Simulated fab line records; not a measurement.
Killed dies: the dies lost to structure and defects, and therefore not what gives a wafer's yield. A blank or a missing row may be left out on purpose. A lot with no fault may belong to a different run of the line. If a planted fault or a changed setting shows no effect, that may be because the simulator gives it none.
8D (eight disciplines) problem report, filled in by code + flow nandHarc + the parts of the form that need people (team, actions taken, sign-off) are left out

1. THE ISSUE
At NHARC_P_CONTACT_ETCH_31, oesProductAu averages 0.713 a.u. over 3 wafers from 3 lots, while fault-free wafers read 0.984 a.u., standard deviation 0.016. Measured from the usual mean, that is -17 standard deviations.
The step: etches the open film in CH3F/O2, target depth 30 nm, time 85.7 s.
First seen on wafer L106.2, day 8 17:53, on rieDiel-01. At this step, 37 wafers from 13 lots have a number in the record. Rule for "out", or "out of limits": more than 4 standard deviations from the usual mean. The rest of the wafers with a number are treated as sound.

2. WHAT IT IS; WHAT IT IS NOT
| question                    | is                     | is not                                                                                                   |
|-----------------------------|------------------------|----------------------------------------------------------------------------------------------------------|
| which readings at this step | oesProductAu           | drypumpMotorCurrentA, rfVppV, showerheadPlenumPTorr, throttleValvePct                                    |
| which lots                  | L105, L106, L107       | L108, L110, L111, L112, L114, L992, L993, L994, L996, L997                                               |
| which wafers of those lots  | L105.1, L106.2, L107.1 | L105.4, L106.3, L107.4, L107.6                                                                           |
| read on which tools         | rieDiel-01             | rieDiel-11, rieDiel-13                                                                                   |
| when                        | from day 8 17:53       | up to then (16 sound wafers); but 18 sound wafers of L105, L107, L108, L110, L111, L112, L114 came after |

3. THE SUSPECTS, EACH WITH WHAT RULES IT OUT
Counting: any tool at a process step up to the reading remains a suspect provided it ran every lot that is out. Sound lots after the first of them don't rule it out here, since some wafers of a struck lot are sound.
- rieDiel-01 at NHARC_P_CONTACT_ETCH_31 (etches the open film in CH3F/O2, target depth 30 nm, time 85.7 s): kept. It processed each lot that is out (first: L106, day 8 17:53); up to then, its last sound lot is L996 (day 6 07:17). Out on those wafers are its own readings of oesProductAu.
Remaining after the count: rieDiel-01 at NHARC_P_CONTACT_ETCH_31.

4. THE CAUSE (what the simulator had put in)
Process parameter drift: rieDiel-01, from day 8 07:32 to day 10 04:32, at NHARC_P_CONTACT_ETCH_31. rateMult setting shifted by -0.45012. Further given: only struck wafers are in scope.
Only this tool survived the counting.

5. THE CHAIN OF EFFECTS, in route order
One row per reading whose mean, taken over the struck wafers that have a number, lies over 3 standard deviations from the usual. Only readings whose record carries a usual standard deviation are examined. hours: median over the lots of the time between each lot's start at the first step of this table that gives one and its start at this step. sigmas: the change, counted in usual standard deviations.
| hours | step                    | reading      | usual      | on struck wafers | change | sigmas |
|-------|-------------------------|--------------|------------|------------------|--------|--------|
| 0     | NHARC_P_CONTACT_ETCH_31 | oesProductAu | 0.984 a.u. | 0.713            | -0.271 | -17    |
Its process steps:
- NHARC_P_CONTACT_ETCH_31: etches the open film in CH3F/O2, target depth 30 nm, time 85.7 s.

6. HOW IT WOULD HAVE BEEN CAUGHT EARLIER
The fault began at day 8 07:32; the first out-of-limits reading in this record came at day 8 17:53, 10 hours later.
